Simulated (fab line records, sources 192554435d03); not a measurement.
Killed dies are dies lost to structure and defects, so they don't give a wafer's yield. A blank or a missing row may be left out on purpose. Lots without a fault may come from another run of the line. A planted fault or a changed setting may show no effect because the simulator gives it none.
Problem report in the 8D (eight disciplines) form, filled by code | flow n5_finfet | the parts of the form that need people (team, actions taken, sign-off) are left out

1. THE PROBLEM
head_pressure_psi at N5_HKMG_FIN_CMP_23 reads a mean of 3.077 psi on 6 wafers of 2 lots; wafers without a fault read 3.999 psi with a standard deviation of 0.0087. That is -99 or more standard deviations from the usual mean.
The step: polishes, stops on SiNx, t overpolish 10 s, target thk 46.326 nm.
First seen on wafer L344.2, day 8 06:14, on cmp-01. The record holds 30 wafers of 10 lots with a number at this step. Rule for "out", or "out of limits": more than 4 standard deviations from the usual mean. The other wafers with a number count as sound.

2. WHAT IT IS AND WHAT IT IS NOT
question                    | is                     | is not
which readings at this step | head_pressure_psi      | edge_zone_pressure_frac
which lots                  | L344, L345             | L330, L331, L333, L334, L337, L349, L350, L351
which wafers of those lots  | all that have a number | -
read on which tools         | cmp-01                 | cmp-02, cmp-03
when                        | from day 8 06:14       | up to then (15 sound wafers); but 9 sound wafers of L349, L350, L351 came after

3. SUSPECTS, AND WHAT RULES EACH OUT
Counting: a tool at a process step up to the reading stays a suspect if it ran every lot that is out and no sound lot after the first of them.
- cmp-01 at N5_HKMG_FIN_CMP_23 (polishes, stops on SiNx, t overpolish 10 s, target thk 46.326 nm): kept. It ran every lot that is out, first L344 (day 8 06:14), and no sound lot after that; its last sound lot up to then is L331 (day 4 23:52). Its own readings are out on those wafers: head_pressure_psi.
Left after counting: cmp-01 at N5_HKMG_FIN_CMP_23.

4. THE CAUSE (what the simulator had put in)
Process parameter drift: cmp-01, from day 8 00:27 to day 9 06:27, at N5_HKMG_FIN_CMP_23. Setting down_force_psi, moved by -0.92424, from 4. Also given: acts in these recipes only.
Counting left only this tool.

5. THE CHAIN OF EFFECTS, in route order
Each row: a reading whose mean over the struck wafers that have a number lies more than 3 standard deviations from the usual. Only readings for which the record gives a usual standard deviation are gone through. hours: the time from each lot's start at the first step in this table that gives one to its start at this step, as a median over the lots. sigmas: the change in usual standard deviations.
hours | step               | reading           | usual     | on struck wafers | change | sigmas
0     | N5_HKMG_FIN_CMP_23 | head_pressure_psi | 3.999 psi | 3.077            | -0.922 | -99 or more
The process steps in it:
- N5_HKMG_FIN_CMP_23: polishes, stops on SiNx, t overpolish 10 s, target thk 46.326 nm.
Later measuring or inspecting steps at which every struck wafer that the step has a row for has a number for every such reading, and none has moved that far: N5_BEOL_M4_RC_MEAS_101.

6. WHAT WOULD HAVE CAUGHT IT SOONER
In this record the first reading out of limits was taken at day 8 06:14, 6 hours after the fault began at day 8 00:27.
